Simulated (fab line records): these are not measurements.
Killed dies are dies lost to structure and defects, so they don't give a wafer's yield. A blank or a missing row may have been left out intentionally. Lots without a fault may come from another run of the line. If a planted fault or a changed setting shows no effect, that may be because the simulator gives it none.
2 desks, one fault / flow n5Finfet / each desk has only its own numbers; what lay behind them comes last

## FROM THE METROLOGY DESK
Means of the sampled wafers that have a number, per lot and without regard to the tool the lot ran on: this is what the gauges read. If a lot's mean is further than 4 standard deviations from the usual mean, the lot is out of limits and carries the mark OUT (the distance appears in the brackets). It has 11 readings; the 7 that lie furthest out on some lot are the ones shown.
Columns: A = cdNm at N5_HKMG_FIN_CD_MEAS_49, usual 202.2 nm; B = DIBL_P at N5_BEOL_M4_RC_MEAS_101, usual 36.4 mV/V; C = IOFF_P at N5_BEOL_M4_RC_MEAS_101, usual 0.22 nA/um; D = ION_P at N5_BEOL_M4_RC_MEAS_101, usual 463 uA/um; E = SS_N at N5_BEOL_M4_RC_MEAS_101, usual 71.6 mV/dec; F = SS_P at N5_BEOL_M4_RC_MEAS_101, usual 73.3 mV/dec; G = VT_P at N5_BEOL_M4_RC_MEAS_101, usual -250 mV
lot=L890; first seen here=day 3 23:52; A=201.4; B=34.8; C=0.19; D=460; E=71.1; F=72.3; G=-253
lot=L897; first seen here=day 5 22:17; A=202.5; B=39.2; C=0.27; D=476; E=71.7; F=74.2; G=-247
lot=L898; first seen here=day 6 04:46; A=202.7; B=38.7; C=0.32; D=478; E=72.4; F=73.7; G=-242
lot=L900; first seen here=day 6 14:09; A=203.6; B=37.7; C=0.26; D=469; E=71.8; F=73.5; G=-248
lot=L901; first seen here=day 6 21:37; A=202.2; B=35.8; C=0.25; D=473; E=71.8; F=73.2; G=-245
lot=L903; first seen here=day 7 08:11; A=203.5; B=37.0; C=0.22; D=459; E=71.4; F=73.5; G=-249
lot=L904; first seen here=day 7 12:52; A=200.2; B=36.1; C=0.21; D=458; E=71.8; F=73.4; G=-250
lot=L906; first seen here=day 8 00:05; A=201.9; B=34.8; C=0.21; D=466; E=71.1; F=73.0; G=-249
lot=L912; first seen here=day 9 11:05; A=201.5; B=37.8; C=0.19; D=458; E=72.0; F=73.3; G=-252
Finding of this desk: none of the 9 lots has anything out of limits.

## THE TOOL OWNER'S DESK: lithoTrack-05
The tool's own readings at N5_HKMG_FIN_DEVELOP_48 (develop time 30 s): means of the sampled wafers that have a number, for each lot that ran on this tool. If a lot's mean is further than 4 standard deviations from the usual mean, the lot is out of limits and carries the mark OUT (the distance appears in the brackets).
Columns: A = chillPlateTempC at N5_HKMG_FIN_DEVELOP_48, usual 22.99 C; B = developerTempC at N5_HKMG_FIN_DEVELOP_48, usual 22.99 C; C = exhaustPa at N5_HKMG_FIN_DEVELOP_48, usual 44.9 Pa; D = resistLineTempC at N5_HKMG_FIN_DEVELOP_48, usual 22.99 C
lot=L890; first seen here=day 3 23:49; A=22.98; B=23.02; C=43.9; D=22.84
lot=L898; first seen here=day 6 04:43; A=23.02; B=23.05; C=45.2; D=22.94
lot=L900; first seen here=day 6 14:05; A=23.19; B=23.02; C=45.0; D=22.96
lot=L904; first seen here=day 7 12:48; A=22.95; B=22.90; C=44.9; D=22.88
Finding of this desk: none of the 4 lots has anything out of limits.

## BROUGHT TOGETHER
At the metrology desk, nothing out of limits was observed.
The desk of the tool owner found nothing out of limits.

## WHAT HAD BEEN PUT IN BY THE SIMULATOR
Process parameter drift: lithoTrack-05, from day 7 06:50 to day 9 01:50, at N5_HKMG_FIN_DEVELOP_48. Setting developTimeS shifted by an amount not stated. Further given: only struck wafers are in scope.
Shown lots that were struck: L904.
